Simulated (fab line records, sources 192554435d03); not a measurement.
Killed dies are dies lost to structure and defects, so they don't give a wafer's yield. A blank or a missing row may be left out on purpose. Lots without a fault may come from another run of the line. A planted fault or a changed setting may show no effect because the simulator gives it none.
Which tool did it? | flow n5_finfet | 10 lots, 30 wafers sampled, at 4 steps of a route of 1938

WHAT THE GAUGES READ, wafer by wafer
N5_BEOL_M12_THK_MEAS_01.
lot  | measured     | on            | M12_ILD_THK (nm)
L703 | day 10 18:59 | film_metro-02 | 643 656 672
L702 | day 10 20:28 | film_metro-02 | 664 670 677
L705 | day 11 05:00 | film_metro-02 | 665 650 680
L708 | day 11 21:43 | film_metro-02 | 652 669 669
L709 | day 12 06:43 | film_metro-02 | 645 660 665
L713 | day 13 09:37 | film_metro-02 | 647 659 664
L715 | day 14 03:06 | film_metro-02 | 661 703 707
L720 | day 14 19:20 | film_metro-02 | 663 663 672
L721 | day 15 12:56 | film_metro-01 | 647 658 669
L722 | day 15 23:14 | film_metro-02 | 652 661 666

WHICH TOOL RAN EACH LOT (tool, then ch and the chambers of the sampled wafers, then the start)
lot  | N5_BEOL_M11_CURE_72           | N5_BEOL_M11_PRE_CLEAN_45     | N5_BEOL_M12_ILD_DEP_00
L703 | uv_cure-02 ch 1, day 10 15:05 | pvd_sputter-01, day 10 16:31 | pecvd-03 ch 0,1,2, day 10 18:52
L702 | uv_cure-01 ch 2, day 10 17:12 | pvd_sputter-02, day 10 18:19 | pecvd-01 ch 1,2, day 10 20:20
L705 | uv_cure-03 ch 0, day 11 02:40 | pvd_sputter-03, day 11 03:01 | pecvd-04 ch 0,1,2, day 11 04:52
L708 | uv_cure-03 ch 1, day 11 19:28 | pvd_sputter-03, day 11 19:48 | pecvd-04 ch 0,1,2, day 11 21:35
L709 | uv_cure-02 ch 1, day 12 03:34 | pvd_sputter-02, day 12 04:20 | pecvd-03 ch 0,1,2, day 12 06:35
L713 | uv_cure-01 ch 0, day 13 04:56 | pvd_sputter-02, day 13 05:19 | pecvd-03 ch 1,2, day 13 09:29
L715 | uv_cure-01 ch 2, day 14 00:53 | pvd_sputter-03, day 14 01:25 | pecvd-04 ch 0,1, day 14 02:58
L720 | uv_cure-02 ch 0, day 14 15:29 | pvd_sputter-03, day 14 17:17 | pecvd-01 ch 0,1,2, day 14 19:15
L721 | uv_cure-02 ch 1, day 15 10:19 | pvd_sputter-03, day 15 10:40 | pecvd-03 ch 0,1,2, day 15 12:47
L722 | uv_cure-02 ch 0, day 15 19:22 | pvd_sputter-02, day 15 20:52 | pecvd-01 ch 1,2, day 15 23:07
- N5_BEOL_M11_CURE_72: cures SiCOH lowk, time 120 s.
- N5_BEOL_M11_PRE_CLEAN_45: time 30 s.
- N5_BEOL_M12_ILD_DEP_00: deposits SiOC from DEMS/O2, target thk 658.92 nm, time 130.7 s.

THE ANSWER, worked out from the rows above alone
Rule: what is usual is taken from the lots themselves. Put in order of their means at a reading, lots are off if they are a third of the lots or fewer, leave a main group of 4 or more, and stand apart from it by a gap of 3 or more times the standard deviation of the main group's means; of several such gaps the widest counts. A main group whose means are all the same, to the digits that the tables above print for the reading, isn't used. A lot without any number at a reading at which 4 lots or more have one is off too. The other lots that the step has rows for count as sound.
Off: L715, at N5_BEOL_M12_THK_MEAS_01 (M12_ILD_THK). The main group: mean 661 nm, standard deviation 4.7.
A tool fits if, at a process step before that reading, it ran every lot that is off, and no sound lot after the first of them. The gauges at N5_BEOL_M12_THK_MEAS_01 are tried like those tools. Can't be told from this: 2 tools fit, uv_cure-01 at N5_BEOL_M11_CURE_72, pecvd-04 at N5_BEOL_M12_ILD_DEP_00.

WHAT THE SIMULATOR HAD PUT IN
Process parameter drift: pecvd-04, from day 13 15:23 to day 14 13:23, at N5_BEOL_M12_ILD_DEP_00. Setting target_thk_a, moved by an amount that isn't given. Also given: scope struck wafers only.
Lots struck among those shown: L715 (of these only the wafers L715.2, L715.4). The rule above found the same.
